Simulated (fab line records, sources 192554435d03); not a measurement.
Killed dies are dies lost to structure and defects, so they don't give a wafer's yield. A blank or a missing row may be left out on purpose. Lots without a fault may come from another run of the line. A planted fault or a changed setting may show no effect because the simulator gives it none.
Split-lot experiment | flow n5_finfet | 7 lots, 21 wafers read, on a route of 1938 steps

THE SPLIT
At N5_SD_EPI_N_EPI_21 (deposits Si:P, time 690 s), the setting time_s was moved away from the recipe's 690 s on 9 of the 21 wafers read, by -9.8% to +10.9%. The other wafers ran this setting at the recipe's value.

FROM THE SPLIT TO THE READING: what the file shows between them, 3 steps
- N5_SD_EPI_N_PRECLEAN_49: cleans in NF3:NH3, afs cycles 1, time 20 s, sublimation time 60 s (also split here: time_s)
- N5_SD_EPI_N_LINER_46: material SiNx, target thk 3 nm
- N5_SD_EPI_P_EPI_21: deposits SiGe:B, time 355 s

THE READING
Si-P_of_SD_EPI_N_EPI_21.thk_nm (the simulator's own value, which no gauge read), in nm, at N5_SD_EPI_P_HM_STRIP_48 (strips SiNx in H3PO4, material SiNx, target depth 3 nm). The file gives no usual value for it. The 12 wafers here that ran the recipe average 58.2 nm, standard deviation 0.55 nm.

wafer  | tool, chamber at the split | time_s as run, s | against the recipe | Si-P_of_SD_EPI_N_EPI_21.thk_nm, nm | against lot-mates on the recipe
L080.1 | epi_rpcvd-01, 0            | 690              | recipe             | 57.2                               | -
L080.6 | epi_rpcvd-01, 0            | 690              | recipe             | 57.2                               | -
L080.3 | epi_rpcvd-01, 0            | 690              | recipe             | 58.6                               | -
L082.2 | epi_rpcvd-01, 0            | 690              | recipe             | 58.2                               | -
L082.4 | epi_rpcvd-01, 0            | 622.2            | -9.8%              | 55                                 | -3.2
L082.6 | epi_rpcvd-01, 0            | 622.2            | -9.8%              | 54.4                               | -3.8
L083.2 | epi_rpcvd-04, 0            | 724.3            | +5.0%              | 60.2                               | +1.8
L083.3 | epi_rpcvd-04, 0            | 690              | recipe             | 58.2                               | -
L083.5 | epi_rpcvd-04, 0            | 690              | recipe             | 58.6                               | -
L084.3 | epi_rpcvd-01, 0            | 646.3            | -6.3%              | 55                                 | no lot-mate on the recipe
L084.5 | epi_rpcvd-01, 0            | 646.3            | -6.3%              | 55                                 | no lot-mate on the recipe
L084.4 | epi_rpcvd-01, 0            | 646.3            | -6.3%              | 54.8                               | no lot-mate on the recipe
L088.1 | epi_rpcvd-04, 0            | 690              | recipe             | 58                                 | -
L088.3 | epi_rpcvd-04, 0            | 690              | recipe             | 58.2                               | -
L088.5 | epi_rpcvd-04, 0            | 765.2            | +10.9%             | 62.4                               | +4.3
L096.1 | epi_rpcvd-04, 0            | 690              | recipe             | 57.6                               | -
L096.2 | epi_rpcvd-04, 0            | 690              | recipe             | 58.8                               | -
L096.5 | epi_rpcvd-04, 0            | 690              | recipe             | 58.8                               | -
L097.1 | epi_rpcvd-01, 0            | 690              | recipe             | 58.6                               | -
L097.4 | epi_rpcvd-01, 0            | 747              | +8.3%              | 61.4                               | +2.8
L097.6 | epi_rpcvd-01, 0            | 747              | +8.3%              | 61.8                               | +3.2

THE FIT
A straight line over all 21 wafers: Si-P_of_SD_EPI_N_EPI_21.thk_nm changes by +0.408 nm for each +1% of time_s; r = +0.97; the points scatter about the line by 0.55 nm.
The same after taking each lot's own level away (the mean of its wafers on the recipe; 18 wafers): +0.368 nm for each +1%; r = +0.98; scatter 0.41 nm.
On that fit, the largest move of time_s shifts the reading by 4 nm.
The lots' own levels span 57.67 to 58.60 nm, that is 1.7 times the standard deviation above.
So the lot-to-lot level changes the slope: the two fits differ.
Check: with one of the wafers moved furthest among these (+10.9%) left out of the fit, the line predicts +3.92 nm for it against its lot-mates. It came out at +4.3 nm against them.

OTHER SPLITS ON THESE WAFERS
These wafers also went through other splits before the reading. Each is held against what the fit with the lots' levels taken away leaves over:
other split on the same wafers | wafers away from the commonest value | r with Si-P_of_SD_EPI_N_EPI_21.thk_nm (lot level and that fit taken away)
N5_FIN_SAQP_ALD_61 ald_cycles  | 5                                    | -0.08
N5_DUMMY_GATE_HM_DEP_06 time_s | 12                                   | +0.08
N5_DUMMY_GATE_COAT_09 spin_rpm | 7                                    | +0.14
N5_SD_EPI_N_PEB_07 peb_time_s  | 4                                    | +0.05
N5_SD_EPI_N_DESCUM_14 time_s   | 8                                    | +0.00
N5_SD_EPI_N_PRECLEAN_49 time_s | 9                                    | -0.20

THE WHOLE CHAIN: every reading that the file lists as answering this split, in the file's order
step                    | what it does                                           | reading                                                                         | change (the file's fit)               | r (the file's)
N5_SD_EPI_N_EPI_21      | deposits Si:P, time 690 s                              | Si-P_of_SD_EPI_N_EPI_21.thk_nm (the simulator's own value, which no gauge read) | +0.375 nm for each +1% of the setting | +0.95
N5_SD_EPI_P_HM_STRIP_48 | strips SiNx in H3PO4, material SiNx, target depth 3 nm | Si-P_of_SD_EPI_N_EPI_21.thk_nm (the simulator's own value, which no gauge read) | +0.373 nm for each +1% of the setting | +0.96

THE FILE'S OWN FIT
Si-P_of_SD_EPI_N_EPI_21.thk_nm changes by +0.373 nm for each +1% of time_s, r = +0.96.
